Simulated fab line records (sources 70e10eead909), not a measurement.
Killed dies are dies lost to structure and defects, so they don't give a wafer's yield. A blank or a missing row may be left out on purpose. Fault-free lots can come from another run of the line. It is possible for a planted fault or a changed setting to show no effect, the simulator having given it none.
Which of the tools did it? / flow nand harc / Sampling: 13 lots, 39 wafers, 6 of 1159 route steps

## WHAT EACH GAUGE READ, for each wafer
NHARC_P_STI_CD_MEAS_09 targets a cd of 200 nm. Usual: cd nm at 199.6 nm, with a standard deviation of 1.6.
lot=L313; measured=day 2 10:03; on=cd sem-02; cd nm (nm)=200.2 200.0 200.1; flag=
lot=L314; measured=day 2 20:58; on=cd sem-02; cd nm (nm)=200.6 200.5 198.3; flag=
lot=L315; measured=day 2 21:00; on=cd sem-01; cd nm (nm)=203.5 201.8 203.5; flag=
lot=L317; measured=day 3 10:51; on=cd sem-01; cd nm (nm)=200.8 200.3 199.9; flag=
lot=L318; measured=day 3 17:41; on=cd sem-01; cd nm (nm)=198.3 198.6 200.7; flag=
lot=L319; measured=day 3 22:56; on=cd sem-03; cd nm (nm)=196.9 197.5 198.9; flag=
lot=L320; measured=day 4 05:29; on=cd sem-03; cd nm (nm)=198.5 198.4 198.5; flag=
lot=L328; measured=day 6 03:16; on=cd sem-02; cd nm (nm)=199.7 196.3 198.7; flag=
lot=L329; measured=day 6 13:18; on=cd sem-02; cd nm (nm)=201.4 198.2 201.4; flag=
lot=L331; measured=day 7 01:09; on=cd sem-03; cd nm (nm)=199.1 197.9 198.8; flag=
lot=L333; measured=day 7 11:18; on=cd sem-03; cd nm (nm)=199.4 198.0 199.4; flag=
lot=L334; measured=day 7 20:28; on=cd sem-03; cd nm (nm)=201.8 197.9 199.5; flag=
lot=L335; measured=day 7 22:59; on=cd sem-02; cd nm (nm)=198.3 199.2 198.7; flag=

NHARC_P_STI_OCD_MEAS_17. Usual: trench depth nm 299.7 nm, standard deviation 2.7; trench foot cd nm 157.7 nm, standard deviation 1.6.
lot=L313; measured=day 2 10:50; on=ocd-02; trench depth nm (nm)=300.8 298.4 299.1; trench foot cd nm (nm)=158.3 158.1 157.6; flag=
lot=L314; measured=day 2 21:46; on=ocd-02; trench depth nm (nm)=301.0 301.3 299.3; trench foot cd nm (nm)=158.3 158.0 156.0; flag=
lot=L315; measured=day 2 21:47; on=ocd-01; trench depth nm (nm)=297.5 299.0 299.7; trench foot cd nm (nm)=161.6 159.8 161.3; flag=
lot=L317; measured=day 3 11:38; on=ocd-01; trench depth nm (nm)=300.6 303.0 301.7; trench foot cd nm (nm)=159.3 157.8 158.2; flag=
lot=L318; measured=day 3 18:28; on=ocd-02; trench depth nm (nm)=298.3 307.0 305.8; trench foot cd nm (nm)=155.9 155.1 157.9; flag=
lot=L319; measured=day 3 23:43; on=ocd-01; trench depth nm (nm)=297.2 297.4 303.0; trench foot cd nm (nm)=155.4 156.2 155.6; flag=
lot=L320; measured=day 4 06:17; on=ocd-02; trench depth nm (nm)=300.2 307.7 301.8; trench foot cd nm (nm)=156.9 155.5 155.9; flag=
lot=L328; measured=day 6 04:05; on=ocd-02; trench depth nm (nm)=297.6 296.7 298.8; trench foot cd nm (nm)=157.9 156.0 156.6; flag=
lot=L329; measured=day 6 14:05; on=ocd-01; trench depth nm (nm)=298.5 295.9 295.0; trench foot cd nm (nm)=159.9 157.6 160.4; flag=
lot=L331; measured=day 7 01:56; on=ocd-02; trench depth nm (nm)=300.3 298.9 301.2; trench foot cd nm (nm)=157.9 156.0 157.2; flag=
lot=L333; measured=day 7 12:05; on=ocd-02; trench depth nm (nm)=295.9 298.3 299.0; trench foot cd nm (nm)=158.2 155.9 158.3; flag=
lot=L334; measured=day 7 21:15; on=ocd-02; trench depth nm (nm)=299.3 297.2 300.0; trench foot cd nm (nm)=159.8 156.6 157.9; flag=
lot=L335; measured=day 7 23:47; on=ocd-02; trench depth nm (nm)=295.5 297.9 298.1; trench foot cd nm (nm)=157.4 157.7 157.0; flag=

NHARC_P_GATE_CD_MEAS_11 targets a cd of 1640 nm. Usual: cd nm at 1639.5 nm, with a standard deviation of 1.1.
lot=L313; measured=day 3 23:34; on=cd sem-01; cd nm (nm)=1639.8 1639.0 1639.8; flag=
lot=L314; measured=day 4 16:53; on=cd sem-03; cd nm (nm)=1639.6 1639.0 1639.4; flag=
lot=L315; measured=day 4 17:03; on=cd sem-02; cd nm (nm)=1641.2 1639.0 1640.7; flag=
lot=L317; measured=day 5 03:01; on=cd sem-02; cd nm (nm)=1641.3 1641.3 1640.4; flag=
lot=L318; measured=day 5 10:26; on=cd sem-03; cd nm (nm)=1640.5 1640.7 1639.9; flag=
lot=L319; measured=day 5 10:23; on=cd sem-02; cd nm (nm)=- - -; flag=OFF
lot=L320; measured=day 5 21:08; on=cd sem-01; cd nm (nm)=1637.3 1639.4 1638.3; flag=
lot=L328; measured=day 7 15:59; on=cd sem-02; cd nm (nm)=1640.1 1640.3 1640.1; flag=
lot=L329; measured=day 8 03:48; on=cd sem-02; cd nm (nm)=1640.7 1640.0 1640.7; flag=
lot=L331; measured=day 8 16:38; on=cd sem-02; cd nm (nm)=1639.7 1637.6 1638.6; flag=
lot=L333; measured=day 8 23:08; on=cd sem-01; cd nm (nm)=1637.4 1639.9 1637.8; flag=
lot=L334; measured=day 9 10:55; on=cd sem-02; cd nm (nm)=1638.2 1638.5 1639.1; flag=
lot=L335; measured=day 9 10:44; on=cd sem-01; cd nm (nm)=1639.4 1640.1 1639.9; flag=

NHARC_END_SORT_01. Usual: killed at array 24, standard deviation 7.4; killed at other 0.5, standard deviation 0.81; killed at periphery 3.4, standard deviation 2.3; killed dies 28, standard deviation 8; killed open 3.4, standard deviation 1.8; killed short 2.0, standard deviation 1.4.
lot=L318; measured=day 20 02:28; on=prober-02; killed at array=21 23 14; killed at other=0 0 0; killed at periphery=3 4 2; killed dies=24 27 16; killed open=2 4 3; killed short=2 1 1; flag=
lot=L319; measured=day 20 09:31; on=prober-02; killed at array=23 32 25; killed at other=0 0 0; killed at periphery=654 645 652; killed dies=677 677 677; killed open=8 5 3; killed short=2 3 2; flag=OFF
lot=L329; measured=day 23 10:20; on=prober-02; killed at array=26 28 27; killed at other=0 0 1; killed at periphery=5 5 6; killed dies=31 33 34; killed open=5 1 4; killed short=1 3 3; flag=

## WHICH TOOL RAN EACH LOT (tool, then ch and the chambers of the sampled wafers, then the start)
lot=L313; NHARC_P_ZERO_WELL_RTA_42=rtp anneal-02 ch 0, day 1 19:13; NHARC_P_GATE_EXPOSE_08=krf scanner-03 ch 0, day 3 23:25
lot=L314; NHARC_P_ZERO_WELL_RTA_42=rtp anneal-01 ch 0, day 2 01:18; NHARC_P_GATE_EXPOSE_08=krf scanner-03 ch 0, day 4 16:44
lot=L315; NHARC_P_ZERO_WELL_RTA_42=rtp anneal-02 ch 0, day 2 07:19; NHARC_P_GATE_EXPOSE_08=krf scanner-04 ch 0, day 4 16:54
lot=L317; NHARC_P_ZERO_WELL_RTA_42=rtp anneal-02 ch 0, day 2 18:59; NHARC_P_GATE_EXPOSE_08=krf scanner-04 ch 0, day 5 02:52
lot=L318; NHARC_P_ZERO_WELL_RTA_42=rtp anneal-02 ch 0, day 3 00:59; NHARC_P_GATE_EXPOSE_08=krf scanner-03 ch 0, day 5 10:17
lot=L319; NHARC_P_ZERO_WELL_RTA_42=rtp anneal-01 ch 0, day 3 06:49; NHARC_P_GATE_EXPOSE_08=krf scanner-03 ch 0, day 5 10:14
lot=L320; NHARC_P_ZERO_WELL_RTA_42=rtp anneal-01 ch 0, day 3 12:58; NHARC_P_GATE_EXPOSE_08=krf scanner-03 ch 0, day 5 20:59
lot=L328; NHARC_P_ZERO_WELL_RTA_42=rtp anneal-01 ch 0, day 5 12:54; NHARC_P_GATE_EXPOSE_08=krf scanner-03 ch 0, day 7 15:50
lot=L329; NHARC_P_ZERO_WELL_RTA_42=rtp anneal-01 ch 0, day 5 18:49; NHARC_P_GATE_EXPOSE_08=krf scanner-01 ch 0, day 8 03:39
lot=L331; NHARC_P_ZERO_WELL_RTA_42=rtp anneal-01 ch 0, day 6 06:54; NHARC_P_GATE_EXPOSE_08=krf scanner-04 ch 0, day 8 16:29
lot=L333; NHARC_P_ZERO_WELL_RTA_42=rtp anneal-02 ch 0, day 6 19:15; NHARC_P_GATE_EXPOSE_08=krf scanner-04 ch 0, day 8 22:58
lot=L334; NHARC_P_ZERO_WELL_RTA_42=rtp anneal-01 ch 0, day 7 01:03; NHARC_P_GATE_EXPOSE_08=krf scanner-04 ch 0, day 9 10:45
lot=L335; NHARC_P_ZERO_WELL_RTA_42=rtp anneal-01 ch 0, day 7 06:50; NHARC_P_GATE_EXPOSE_08=krf scanner-03 ch 0, day 9 10:35
- NHARC_P_ZERO_WELL_RTA_42: time 300 s.
- NHARC_P_GATE_EXPOSE_08: exposes mask P HV.

## AS READ BY THE TOOLS THEMSELVES (means over the sampled wafers that have a number; for cases with no such wafer, the mark the record gives instead)
NHARC_P_ZERO_WELL_RTA_42. Usual: lamp power pct 40.5 %, standard deviation 1.8; lamp_zone_3_pct 40.5 %, standard deviation 1.8; wafer_temp_C_max 1106.0, standard deviation 2.9.
lot=L313; tool=rtp anneal-02; lamp power pct (%)=39.0; lamp_zone_3_pct (%)=39.0; wafer_temp_C_max=1103.5; flag=
lot=L314; tool=rtp anneal-01; lamp power pct (%)=42.6; lamp_zone_3_pct (%)=42.6; wafer_temp_C_max=1110.4; flag=
lot=L315; tool=rtp anneal-02; lamp power pct (%)=39.0; lamp_zone_3_pct (%)=39.0; wafer_temp_C_max=1104.0; flag=
lot=L317; tool=rtp anneal-02; lamp power pct (%)=39.0; lamp_zone_3_pct (%)=39.0; wafer_temp_C_max=1104.1; flag=
lot=L318; tool=rtp anneal-02; lamp power pct (%)=38.9; lamp_zone_3_pct (%)=38.9; wafer_temp_C_max=1103.9; flag=
lot=L319; tool=rtp anneal-01; lamp power pct (%)=42.7; lamp_zone_3_pct (%)=42.6; wafer_temp_C_max=1108.9; flag=
lot=L320; tool=rtp anneal-01; lamp power pct (%)=42.7; lamp_zone_3_pct (%)=42.7; wafer_temp_C_max=1109.6; flag=
lot=L328; tool=rtp anneal-01; lamp power pct (%)=42.5; lamp_zone_3_pct (%)=42.5; wafer_temp_C_max=1107.3; flag=
lot=L329; tool=rtp anneal-01; lamp power pct (%)=42.6; lamp_zone_3_pct (%)=42.6; wafer_temp_C_max=1108.8; flag=
lot=L331; tool=rtp anneal-01; lamp power pct (%)=42.6; lamp_zone_3_pct (%)=42.7; wafer_temp_C_max=1107.8; flag=
lot=L333; tool=rtp anneal-02; lamp power pct (%)=38.9; lamp_zone_3_pct (%)=38.9; wafer_temp_C_max=1103.3; flag=
lot=L334; tool=rtp anneal-01; lamp power pct (%)=42.7; lamp_zone_3_pct (%)=42.7; wafer_temp_C_max=1108.8; flag=
lot=L335; tool=rtp anneal-01; lamp power pct (%)=42.7; lamp_zone_3_pct (%)=42.6; wafer_temp_C_max=1108.7; flag=

## THE ANSWER, worked out from the rows above alone
Rule: a lot counts as off when the mean over its wafers that have a number is more than 3 standard deviations away from the usual mean. A lot without any number at a reading at which 4 lots or more have one is off too. Where the step has rows for the other lots, those lots are counted as sound. First the gauges in route order, then the tools' own readings, where a lot's mean is used as printed above. At the first step where some lot is off, the reading lying furthest off is the one used; lots without a number count as furthest.
Off at NHARC_P_GATE_CD_MEAS_11 (cd nm): L319. Without a number there: L319.
If a tool, at a process step before that reading, ran all the lots that are off and no sound lot after the first of them, it fits. Not tried: the gauges at NHARC_P_GATE_CD_MEAS_11; whatever is off there is also off at NHARC_END_SORT_01, on other tools, and gauge error can't account for it. Not one of the candidates tried fits.

## WHAT THE SIMULATOR PUT IN
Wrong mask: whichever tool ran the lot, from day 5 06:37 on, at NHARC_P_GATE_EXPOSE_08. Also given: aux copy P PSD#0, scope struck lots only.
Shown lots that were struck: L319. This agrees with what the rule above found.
